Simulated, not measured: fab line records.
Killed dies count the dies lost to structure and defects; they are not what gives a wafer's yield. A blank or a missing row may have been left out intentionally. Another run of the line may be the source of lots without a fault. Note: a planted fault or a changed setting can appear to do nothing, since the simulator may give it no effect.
Which tool was responsible? | flow nand_harc | 13 lots with 39 wafers sampled at 2 steps, on a route of 1302 steps

WHAT THE GAUGES READ, wafer by wafer
NHARC_A_M1_CD_MEAS_16.
lot  | measured     | on        | cd_nm (nm)
L148 | day 23 09:25 | cd_sem-01 | 119.5 119.1 119.1
L149 | day 23 11:07 | cd_sem-01 | 118.7 119.9 119.1
L150 | day 23 18:16 | cd_sem-01 | 118.5 120.3 119.5
L151 | day 23 19:19 | cd_sem-01 | 120.3 119.1 119.4
L153 | day 24 15:43 | cd_sem-03 | 120.0 119.5 119.6
L152 | day 24 17:39 | cd_sem-01 | 120.1 119.9 120.7
L155 | day 25 10:11 | cd_sem-02 | 121.8 121.6 122.0
L156 | day 26 19:18 | cd_sem-02 | 120.1 120.5 119.9
L159 | day 27 10:16 | cd_sem-01 | 119.5 118.9 119.4
L166 | day 30 15:02 | cd_sem-01 | 119.8 120.4 119.6
L168 | day 31 01:55 | cd_sem-03 | 118.9 119.4 120.1
L170 | day 32 06:18 | cd_sem-02 | 118.4 118.8 119.6
L171 | day 32 16:25 | cd_sem-01 | 121.2 121.0 119.6

WHAT TOOL EACH LOT RAN ON (gives the tool, then ch and the chambers of the sampled wafers, and finally the start)
lot  | NHARC_A_M1_ETCH_15
L148 | rie_diel-08 ch 0,1,2, day 23 09:25 or earlier
L149 | rie_diel-05 ch 0,1,2, day 23 11:07 or earlier
L150 | rie_diel-05 ch 0,3, day 23 18:16 or earlier
L151 | rie_diel-05 ch 0,3, day 23 19:19 or earlier
L153 | rie_diel-05 ch 1,3, day 24 15:43 or earlier
L152 | rie_diel-08 ch 0,2,3, day 24 17:39 or earlier
L155 | rie_diel-08 ch 0,2,3, day 25 10:11 or earlier
L156 | rie_diel-05 ch 0,2,3, day 26 19:18 or earlier
L159 | rie_diel-12 ch 0,1, day 27 10:16 or earlier
L166 | rie_diel-05 ch 0,2,3, day 30 15:02 or earlier
L168 | rie_diel-08 ch 0,2,3, day 31 01:55 or earlier
L170 | rie_diel-08 ch 0,1,2, day 32 06:18 or earlier
L171 | rie_diel-05 ch 1,2,3, day 32 16:25 or earlier
- NHARC_A_M1_ETCH_15: etches the open film in C4F8/Ar, target depth 182.5 nm, time 91.2 s.

WHAT THE TOOLS THEMSELVES READ (means of the sampled wafers that have a number; where no wafer has one, the mark that the record gives instead)
NHARC_A_M1_ETCH_15.
lot  | tool        | oes_product_au (a.u.) | rf_vpp_V (V)
L148 | rie_diel-08 | 0.963                 | 441.0
L149 | rie_diel-05 | 0.929                 | 439.4
L150 | rie_diel-05 | 0.977                 | 436.9
L151 | rie_diel-05 | 0.962                 | 437.8
L153 | rie_diel-05 | 0.951                 | 438.4
L152 | rie_diel-08 | 0.976                 | 441.7
L155 | rie_diel-08 | 0.961                 | 441.9
L156 | rie_diel-05 | 0.927                 | 438.0
L159 | rie_diel-12 | 0.953                 | 438.0
L166 | rie_diel-05 | 0.927                 | 438.8
L168 | rie_diel-08 | 0.969                 | 441.7
L170 | rie_diel-08 | 0.960                 | 440.1
L171 | rie_diel-05 | 0.967                 | 440.1

THE ANSWER, worked out from the rows above alone
Rule: the lots themselves supply what counts as usual. Put in order of their means at a reading, lots are off if they are a third of the lots or fewer, leave a main group of 4 or more, and stand apart from it by a gap of 3 or more times the standard deviation of the main group's means; of several such gaps the widest counts. A main group whose means are all the same, to the digits that the tables above print for the reading, isn't used. Also off: a lot with no number at a reading for which 4 or more lots have one. Where the step has rows for the other lots, those lots are counted as sound. The gauges are gone through in route order, then the tools' own readings, and for those a lot's mean is taken as printed above. At the first step where some lot is off, the reading lying furthest off is the one used; lots without a number count as furthest.
None of the lots is off at any reading shown; this tells nothing.

WHAT HAD BEEN PUT IN BY THE SIMULATOR
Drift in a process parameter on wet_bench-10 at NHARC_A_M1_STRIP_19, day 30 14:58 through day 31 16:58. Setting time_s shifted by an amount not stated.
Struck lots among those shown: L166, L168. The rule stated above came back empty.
